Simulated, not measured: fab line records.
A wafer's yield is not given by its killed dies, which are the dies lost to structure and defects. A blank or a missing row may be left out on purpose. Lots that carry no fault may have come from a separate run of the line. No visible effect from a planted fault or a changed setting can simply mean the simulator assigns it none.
A struck lot beside a sound one	flow nand-harc	13 steps out of a route of 1302
Sound: wafers L838.2, L838.4, L838.6. Wafers L844.1, L844.4, L844.6 were the ones struck. Last of all comes the cause.
At each step with rows: each side's tool, then ch and its chambers, then its first start. Under that, the readings that differ: sound wafers	struck wafers	difference of the means	sigmas: that difference in standard deviations of wafers without a fault.
alike: readings whose means differ by less than 2 such deviations, and words and numbers that are the same on both sides. not compared: withheld readings, readings that some wafer has no value for, bounds like >300 that may hide the same value, and numbers for which the record gives no deviation and whose values overlap.
A row with sigmas, a row that says differs or no value, or rows on one side alone: a step with any of these is where the two part. Non-overlapping numbers with no deviation appear without sigmas and do not part them. A reading that every wafer of one side lacks parts them only if that side has two wafers or more.

NHARC_A_WL_FILL_ALD_02: deposits TiN, target thk 2 nm, pulse time 3 s, ald cycles 100.
  sound on ald-metal-03 ch 2,3, day 21 18:14; struck on ald-metal-02 ch 0,1,2, day 25 10:50
  alike: heater-power-w, precursor-pulse-height-rel
NHARC_A_WL_FILL_CVD_03: deposits W, target thk 40 nm, time 279 s.
  sound on cvd-w-02 ch 0,1, day 21 18:44; struck on cvd-w-02 ch 0, day 25 11:14
  alike: heater-power-w, throttle-valve-pct
NHARC_A_WL_FILL_ETCHBACK_04: etches the open film in NF3, target depth 60 nm, time 120 s.
  sound on rie-metal-01 ch 0,1, day 21 19:03; struck on rie-metal-01 ch 1, day 25 11:36
  alike: drypump-motor-current-A, oes-product-au, run-length-s
  not compared: rf-hours-counter-h
NHARC_A_WL_FILL_ETCHBACK_05: etches the open film in Cl2/BCl3, target depth 22 nm, time 60 s.
  sound on rie-metal-01 ch 0,1, day 21 19:17; struck on rie-metal-01 ch 1, day 25 11:50
  alike: drypump-motor-current-A, oes-product-au, run-length-s
  not compared: rf-hours-counter-h
NHARC_A_WL_FILL_STRIP_27: strips in N2/H2, time 20 s.
  sound on plasma-asher-01 ch 0,1, day 21 19:26; struck on plasma-asher-02 ch 0,1, day 25 12:00
  alike: drypump-motor-current-A, heater-power-w
  not compared: rf-hours-counter-h
then, 5 steps without rows for these wafers: NHARC_A_WL_FILL_STRIP_28 (strips in post etch residue remover, time 1200 s); NHARC_A_WL_FILL_PRECLEAN_06 (cleans in DIW, time 300 s); NHARC_A_WL_FILL_SRD_07; NHARC_A_WL_FILL_ANNEAL_08 (time 1800 s); NHARC_A_WL_FILL_ALD_10 (deposits SiO2, target thk 50 nm, pulse time 10 s, ald cycles 500).
NHARC_A_WL_FILL_ETCHBACK_16: etches the open film in C4F8/O2/Ar, target depth 120 nm, time 24 s.
  sound on rie-diel-13 ch 1,2,3, day 22 05:35; struck on rie-diel-03 ch 0,1,2, day 25 22:02
reading	sound	struck	difference	sigmas
run-length-s (s)	45.5 44.8 45.0	26.1 26.7 26.6	-18.6	-42
  alike: oes-product-au, rf-vpp-V
  not compared: rf-hours-counter-h
then, 1 step without rows for these wafers: NHARC_A_WL_FILL_STRIP_29 (strips in O2, time 20 s).
-- break in the record here, with 4 days between the starts of the struck wafers on either side (left off in module A_WL_FILL, picked up again in module END, where the first step shown is number 1302 on the route) --
NHARC_END_SORT_01:
  here the record holds rows for the struck wafers (prober-02 ch 0, day 29 10:58) but none for the sound ones

WHERE THEY PART
At NHARC_A_WL_FILL_ETCHBACK_16 first; at NHARC_END_SORT_01 last (within this record only).

WHY: what the simulator had put in
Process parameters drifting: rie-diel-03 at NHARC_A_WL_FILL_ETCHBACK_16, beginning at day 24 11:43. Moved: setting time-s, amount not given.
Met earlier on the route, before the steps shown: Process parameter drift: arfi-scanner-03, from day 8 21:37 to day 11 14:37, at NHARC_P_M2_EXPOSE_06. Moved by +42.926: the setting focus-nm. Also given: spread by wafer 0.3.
